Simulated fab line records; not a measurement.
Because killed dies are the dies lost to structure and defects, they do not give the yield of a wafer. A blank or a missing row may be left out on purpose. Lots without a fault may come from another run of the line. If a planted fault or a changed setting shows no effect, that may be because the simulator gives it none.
fab line records	flow nand-harc
[record] lots = 13	wafers = 38	last-day = 33
route steps=1302 shown P_ZERO_WELL@9 END@1302
lots that met no fault: from a run of the same line without faults
start-h: the number of hours between the record's first day and the start of the first shown wafer of the lot	wait-h: time in hours since the lot's previous step	" unchanged from the row above	L1.1+2: a single row standing in for several wafers	- no value, or no start given	* or withheld: withheld	< > ~ a bound
route shown NAME@n: names a module that has steps shown in the file, with the first one's number in the route	usual: the fault-free wafers' mean and standard deviation	same: alike in all rows	chamber/n: place in a boat	sites: each site's reading	_std_site: how widely they spread, as a standard deviation	_edge_site: inner sites' mean taken away from outer sites' mean	radius-mm: for every site, how far away it sits from the centre of the wafer	mask NAME#n: copy n	behind: the last tool/chamber to shape the wafer	hold: reason for holding the lot/hours on hold/outcome of the hold	device: transistor that didn't switch, given as n, p or np	end of line: at the end of the route, the tests of the same wafers	where a step has no rows: the recipe by itself	killed: at the first sort, the dies lost to defects and structure; wafer yield is something else	map: dies across one wafer; x = killed, . = not, _ = none there
set.NAME: the run value of the setting; set.NAME@STEP: its run value at that earlier step	model.NAME: the simulator's own value behind a step, which no gauge read
steps of the route over a sample of lots; a table a step, a row a wafer
services: when a tool's chamber went out of use (start-h, in hours from the record's first day, below 0 if earlier), for how many hours, and the reason
[[steps]]
[step NHARC_P_ZERO_WELL_SOFTBAKE_06]
[recipe] temp-c = 125	time-s = 70
[usual] heater-power-total-W = 201.0/1.3	plate-temp-C = 125.01/0.16
lot.wafer	tool	chamber	start-h	wait-h	heater-power-total-W	plate-temp-C
L498.2	litho-track-02	0	30	-	202.7	125.06
L498.3	"	0	"	"	202.6	124.99
L498.5	"	0	"	"	202.7	124.97
L499.3	litho-track-05	0	40	-	199.2	125.00
L499.5	"	0	"	"	199.8	125.11
L499.6	"	0	"	"	201.3	124.89
L500.3	litho-track-05	0	50	-	201.9	124.96
L500.4	"	0	"	"	202.3	124.89
L500.5	"	0	"	"	202.4	124.87
L501.2	litho-track-05	0	60	-	201.3	125.09
L501.3	"	0	"	"	202.4	125.13
L501.5	"	0	"	"	201.2	124.89
L502.1	litho-track-03	0	70	-	199.2	125.10
L502.4	"	0	"	"	202.6	125.14
L502.6	"	0	"	"	202.7	125.08
L503.2	litho-track-03	0	80	-	201.1	125.04
L503.4	"	0	"	"	202.4	124.79
L503.6	"	0	"	"	199.7	124.71
L504.1	litho-track-05	0	90	-	199.2	125.07
L504.2	"	0	"	"	201.8	124.78
L504.3	"	0	"	"	200.9	125.02
L505.1	litho-track-02	0	100	-	202.6	124.87
L505.3	"	0	"	"	201.7	124.82
L505.6	"	0	"	"	201.7	124.93
L509.1	litho-track-02	0	140	-	199.5	124.68
L509.2	"	0	"	"	202.1	124.79
L509.5	"	0	"	"	200.9	124.81
L510.4	litho-track-05	0	150	-	200.5	124.93
L510.5	"	0	"	"	202.5	124.96
L510.6	"	0	"	"	202.1	124.90
L514.2	litho-track-02	0	190	-	226.7	-
L514.4	"	0	"	"	201.1	124.94
L518.1	litho-track-03	0	230	-	202.5	125.09
L518.2	"	0	"	"	199.4	125.05
L518.5	"	0	"	"	199.6	125.22
L520.1	litho-track-05	0	250	-	202.6	125.04
L520.3	"	0	"	"	202.7	124.99
L520.6	"	0	"	"	201.9	125.08
[step NHARC_P_ZERO_WELL_CD_MEAS_11]
[recipe] target-cd-nm = 500	landing-energy-ev = 500
[usual] cd-nm = 499.1/2.1
lot.wafer	tool	chamber	start-h	wait-h	cd-nm
L498.2	cd-sem-02	0	31.38	-	498.1
L498.3	"	0	"	"	495.9
L498.5	"	0	"	"	498.3
L499.3	cd-sem-02	0	41.25	-	496.7
L499.5	"	0	"	"	498.0
L499.6	"	0	"	"	498.0
L500.3	cd-sem-01	0	51.24	-	497.7
L500.4	"	0	"	"	497.6
L500.5	"	0	"	"	497.0
L501.2	cd-sem-03	0	61.11	-	501.1
L501.3	"	0	"	"	498.3
L501.5	"	0	"	"	499.6
L502.1	cd-sem-03	0	71.24	-	495.2
L502.4	"	0	"	"	498.2
L502.6	"	0	"	"	497.3
L503.2	cd-sem-02	0	81.24	-	496.7
L503.4	"	0	"	"	500.5
L503.6	"	0	"	"	498.7
L504.1	cd-sem-03	0	91.12	-	500.4
L504.2	"	0	"	"	500.7
L504.3	"	0	"	"	501.6
L505.1	cd-sem-01	0	101.11	-	504.1
L505.3	"	0	"	"	500.4
L505.6	"	0	"	"	501.0
L509.1	cd-sem-02	0	141.12	-	500.2
L509.2	"	0	"	"	501.6
L509.5	"	0	"	"	501.1
L510.4	cd-sem-03	0	151.24	-	496.7
L510.5	"	0	"	"	501.1
L510.6	"	0	"	"	500.4
L514.2	cd-sem-03	0	191.11	-	499.3
L514.4	"	0	"	"	496.9
L518.1	cd-sem-02	0	231.11	-	502.5
L518.2	"	0	"	"	500.2
L518.5	"	0	"	"	500.7
L520.1	cd-sem-01	0	251.24	-	498.5
L520.3	"	0	"	"	500.2
L520.6	"	0	"	"	497.5
[step NHARC_P_ZERO_WELL_ETCH_63]
[recipe] target-depth-a = 1200	time-s = 40.1	hbr-flow-sccm = 150	cl2-flow-sccm = 50	rf-w = 400	icp-w = 400	bias-w = 100	chemistry = HBr/Cl2
[usual] drypump-motor-current-A = 5.8/0.41	oes-product-au = 1.000/0.01	throttle-valve-pct = 26.404/0.0087
lot.wafer	tool	chamber	start-h	wait-h	drypump-motor-current-A	oes-product-au	rf-hours-counter-h	throttle-valve-pct
L498.3	rie-si-03	3	31.79	-	6.4	0.996	1.07	26.406
L498.2	"	2	"	"	6.1	0.977	1.18	26.400
L498.5	"	0	"	"	5.4	0.996	-	26.393
L499.3	rie-si-06	0	45.35	-	5.4	1.006	0.86	26.410
L499.6	"	0	"	"	5.4	1.015	-	26.403
L499.5	"	1	"	"	5.4	1.021	-	26.390
L500.4	rie-si-06	1	51.99	-	5.4	1.006	0.88	26.408
L500.3	"	0	"	"	5.4	1.006	0.91	26.397
L500.5	"	2	"	"	6.1	0.997	-	26.385
L501.2	rie-si-02	2	61.53	-	5.3	0.998	0.74	26.411
L501.3	"	1	"	"	5.9	1.009	0.74	26.418
L501.5	"	3	"	"	6.2	1.013	-	26.400
L502.1	rie-si-02	2	71.66	-	5.3	0.997	0.87	26.400
L502.4	"	3	"	"	6.2	1.005	0.68	26.400
L502.6	"	2	"	"	5.3	0.986	-	26.403
L503.4	rie-si-06	3	81.82	-	5.7	0.986	0.00	26.422
L503.2	"	0	"	"	5.4	1.005	0.00	26.409
L503.6	"	1	"	"	5.4	1.010	-	26.397
L504.3	rie-si-03	2	91.54	-	6.1	0.980	0.22	26.408
L504.2	"	3	"	"	6.4	0.989	0.21	26.423
L504.1	"	0	"	"	5.4	1.016	0.21	26.401
L505.1	rie-si-06	0	101.53	-	5.4	0.997	0.07	26.405
L505.3	"	1	"	"	5.5	1.012	0.09	26.410
L505.6	"	0	"	"	5.4	0.990	-	26.392
L509.1	rie-si-03	2	141.57	-	6.0	0.979	0.68	26.393
L509.2	"	3	"	"	6.4	0.997	0.58	26.406
L509.5	"	2	"	"	6.1	0.986	-	26.407
L510.4	rie-si-06	1	151.66	-	5.5	1.012	0.33	26.400
L510.5	"	0	"	"	5.4	0.988	-	26.401
L510.6	"	1	"	"	5.4	1.007	-	26.392
L514.2	rie-si-06	1	191.67	-	5.4	1.008	0.70	26.415
L514.4	"	2	"	"	6.1	1.005	0.70	26.404
L518.2	rie-si-02	2	231.53	-	5.3	0.997	0.71	26.402
L518.1	"	1	"	"	6.0	1.018	0.80	26.420
L518.5	"	3	"	"	6.2	0.984	-	26.412
L520.3	rie-si-02	2	251.66	-	5.3	0.993	0.83	26.420
L520.1	"	3	"	"	6.3	0.992	0.89	26.401
L520.6	"	3	"	"	6.3	1.007	-	26.401
[step NHARC_P_ZERO_WELL_DESCUM_39]
[recipe] time-s = 3	o2-flow-sccm = 200	ar-flow-sccm = 0	bias-power-w = 0	chemistry = O2
[usual] drypump-motor-current-A = 5.9/0.51	oes-product-au = 1.001/0.0089	rf-vpp-V = 57.7/0.84	showerhead-plenum-p-Torr = 1.89/0.044	throttle-valve-pct = 11.314/0.0094
lot.wafer	tool	chamber	start-h	wait-h	drypump-motor-current-A	oes-product-au	rf-hours-counter-h	rf-vpp-V	showerhead-plenum-p-Torr	throttle-valve-pct
L498.2	rie-diel-08	0	34.39	-	5.3	1.016	4	57.7	1.95	11.313
L498.3	"	3	"	"	6.2	0.991	4	57.7	1.84	11.312
L498.5	"	0	"	"	5.3	1.006	-	58.5	1.95	11.316
L499.3	rie-diel-04	0	48.19	-	6.5	1.003	19	58.5	1.96	11.299
L499.5	"	1	"	"	5.8	1.010	-	58.3	1.93	11.307
L499.6	"	2	"	"	6.6	0.998	-	57.7	1.85	11.303
L500.3	rie-diel-04	2	54.62	-	6.7	0.986	22	57.7	1.85	11.324
L500.4	"	0	"	"	6.4	1.012	25	57.1	1.95	11.338
L500.5	"	3	"	"	5.6	1.007	-	55.6	1.84	11.307
L501.2	rie-diel-11	2	64.13	-	6.4	1.008	33	58.3	1.86	11.320
L501.3	"	0	"	"	5.4	0.990	37	56.6	1.95	11.310
L501.5	"	3	"	"	5.9	0.994	-	57.8	1.89	11.325
L502.4	rie-diel-04	2	74.40	-	6.7	0.998	25	58.8	1.84	11.299
L502.1	"	3	"	"	5.6	1.003	27	57.3	1.84	11.302
L502.6	"	2	"	"	6.7	0.998	-	57.7	1.84	11.304
L503.2	rie-diel-08	2	84.63	-	5.9	0.997	25	58.4	1.93	11.319
L503.4	"	0	"	"	5.3	1.012	25	58.0	1.94	11.298
L503.6	"	2	"	"	5.9	0.998	-	58.1	1.93	11.311
L504.1	rie-diel-04	3	94.29	-	5.6	1.010	31	57.4	1.84	11.307
L504.3	"	0	"	"	6.5	1.008	35	57.0	1.95	11.324
L504.2	"	1	"	"	5.8	1.008	34	57.0	1.92	11.306
L505.3	rie-diel-04	0	104.13	-	6.5	0.998	37	58.7	1.95	11.317
L505.1	"	2	"	"	6.7	1.002	34	57.2	1.84	11.300
L505.6	"	0	"	"	6.4	0.998	-	59.5	1.95	11.316
L509.2	rie-diel-08	2	144.19	-	6.0	0.993	45	57.6	1.92	11.321
L509.1	"	3	"	"	6.1	0.981	45	56.3	1.83	11.324
L509.5	"	2	"	"	5.9	1.001	-	56.0	1.92	11.310
L510.4	rie-diel-11	2	154.62	-	6.4	1.005	24	58.0	1.85	11.316
L510.5	"	0	"	"	5.5	0.988	-	57.9	1.95	11.294
L510.6	"	1	"	"	5.8	0.997	-	57.0	1.90	11.323
L514.2	rie-diel-11	1	194.38	-	5.8	1.000	31	57.1	1.90	11.317
L514.4	"	3	"	"	5.9	0.992	36	56.9	1.88	11.303
L518.1	rie-diel-11	1	234.26	-	5.8	0.992	49	56.4	1.89	11.315
L518.2	"	3	"	"	5.9	1.000	49	58.0	1.88	11.309
L518.5	"	1	"	"	5.8	0.995	-	58.6	1.89	11.316
L520.3	rie-diel-04	2	254.30	-	6.7	1.017	20	57.1	1.83	11.313
L520.1	"	1	"	"	5.8	1.009	25	58.6	1.91	11.320
L520.6	"	2	"	"	6.6	1.002	-	58.3	1.83	11.292
[step NHARC_END_SORT_01]
[recipe] temp-c = 25
[usual] killed-at-array = 53/19	killed-at-other = 0.8/1.2	killed-at-periphery = 3.7/2.3	killed-dies = 57/19	killed-open = 3.2/1.7	killed-short = 2.6/1.8
[same] gross-dies = 677
lot.wafer	tool	chamber	start-h	wait-h	killed-at-array	killed-at-other	killed-at-periphery	killed-dies	killed-open	killed-short
L509.1	prober-02	0	662.24	2.5	66	1	3	70	3	6
L509.2	prober-02	0	663.03	2.8	74	2	1	77	3	3
L509.5	prober-02	0	665.42	3.7	54	2	3	59	3	3
L518.1	prober-02	0	774.14	2.5	70	1	2	73	5	4
L518.2	prober-02	0	774.93	2.8	59	3	3	65	5	3
L518.5	prober-02	0	777.30	3.7	59	6	6	71	3	3
// killed by level:class
L509.1 A_SLIT:chamber-film-flake=34 A_CHANNEL_HOLE_D1:chamber-film-flake=17 A_CHANNEL_HOLE_D2:chamber-film-flake=2 A_CONTACT:chamber-film-flake=2 P_STI:geometric-particle:open=1 P_CONTACT:geometric-particle:open=1 P_M0:geometric-particle:open=1 A_CHANNEL_FILL_D1:geometric-particle:short=1
L509.2 A_CHANNEL_HOLE_D1:chamber-film-flake=35 A_SLIT:chamber-film-flake=23 A_DECK1_JOINT:chamber-film-flake=3 A_CONTACT:chamber-film-flake=3 A_ONON_D2:geometric-particle:open=2 A_WL_FILL:geometric-particle:short=2 A_ZERO_WELL:chamber-film-flake=2 THIN_TSV:chamber-film-flake=2
L509.5 A_SLIT:chamber-film-flake=23 A_CHANNEL_HOLE_D1:chamber-film-flake=15 A_CONTACT:chamber-film-flake=5 A_DECK1_JOINT:geometric-particle:open=3 A_WL_FILL:chamber-film-flake=2 THIN_TSV:chamber-film-flake=2 A_CHANNEL_HOLE_D2:geometric-particle:short=1 A_CHANNEL_FILL_D2:geometric-particle:short=1
L518.1 A_SLIT:chamber-film-flake=26 A_CHANNEL_HOLE_D2:chamber-film-flake=15 A_CHANNEL_HOLE_D1:chamber-film-flake=10 A_CONTACT:chamber-film-flake=8 A_STAIRCASE:chamber-film-flake=3 A_ONON_D2:geometric-particle:short=2 P_M0:geometric-particle:open=1 A_SOURCE_PLATE:geometric-particle:open=1
L518.2 A_CHANNEL_HOLE_D2:chamber-film-flake=18 A_SLIT:chamber-film-flake=17 A_CHANNEL_HOLE_D1:chamber-film-flake=12 THIN_TSV:chamber-film-flake=3 A_DECK1_JOINT:geometric-particle:open=2 A_M0:geometric-particle:open=2 P_STI:chamber-film-flake=2 A_CONTACT:chamber-film-flake=2
L518.5 A_SLIT:chamber-film-flake=25 A_CHANNEL_HOLE_D2:chamber-film-flake=21 A_CONTACT:chamber-film-flake=4 THIN_TSV:chamber-film-flake=4 A_CHANNEL_HOLE_D1:chamber-film-flake=3 A_WL_FILL:geometric-particle:short=2 P_GATE:chamber-film-flake=2 P_M0:chamber-film-flake=2
[[services]]
tool	chamber	start-h	hours	kind
rie-diel-11	-	10.08	41.1	repair
rie-diel-08	-	13.80	9.0	pm
rie-diel-08	1	37.50	16.3	repair
rie-si-03	-	44.00	9.0	pm
litho-track-02	-	52.00	7.0	pm
rie-diel-11	3	70.82	1.9	repair
rie-si-06	-	72.00	9.0	pm
rie-diel-11	-	78.52	9.0	pm
rie-diel-04	3	83.84	4.7	repair
rie-diel-04	2	86.12	1.6	repair
rie-si-03	2	95.67	2.4	repair
rie-si-02	-	100.00	9.0	pm
rie-si-06	-	109.76	0.2	repair
litho-track-05	-	124.00	7.0	pm
rie-diel-04	3	127.72	4.5	repair
rie-diel-04	2	140.73	16.9	repair
rie-diel-04	1	151.69	10.5	repair
rie-diel-04	2	160.58	32.0	repair
rie-diel-04	-	177.90	9.0	pm
rie-si-02	2	188.59	7.6	repair
litho-track-02	-	227.00	7.0	pm
rie-si-02	0	246.56	7.3	repair
rie-si-06	-	249.00	9.0	pm
rie-diel-11	3	254.05	4.2	repair
[[key]]
[first-sign] step = NHARC_P_ZERO_WELL_SOFTBAKE_06	reading = heater-power-total-W	direction = up	sigmas = 20	usual = *	struck = *
effect none on later readings
met-at NHARC_P_ZERO_WELL_SOFTBAKE_06
struck-lots L514
struck-wafers L514.2
tester-left-out L514
not-acting-at NHARC_P_ZERO_WELL_CD_MEAS_11,NHARC_P_ZERO_WELL_ETCH_63,NHARC_P_ZERO_WELL_DESCUM_39
onset-between 140 190
[fault] kind = process-parameter-drift	tool = litho-track-02	chamber = -	onset-h = 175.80	steps = NHARC_P_ZERO_WELL_SOFTBAKE_06	channel = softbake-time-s	offset = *	shape = step	end-h = 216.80	scope = struck-wafers-only	acts-in = *	stated = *
// tester-left-out: of these lots the tester's yield and bins aren't shown, on N5 and GAA mostly nor the transistor test; their killed dies are dies lost to structure and defects alone, not to doping, threshold or leakage, so they don't give the yield
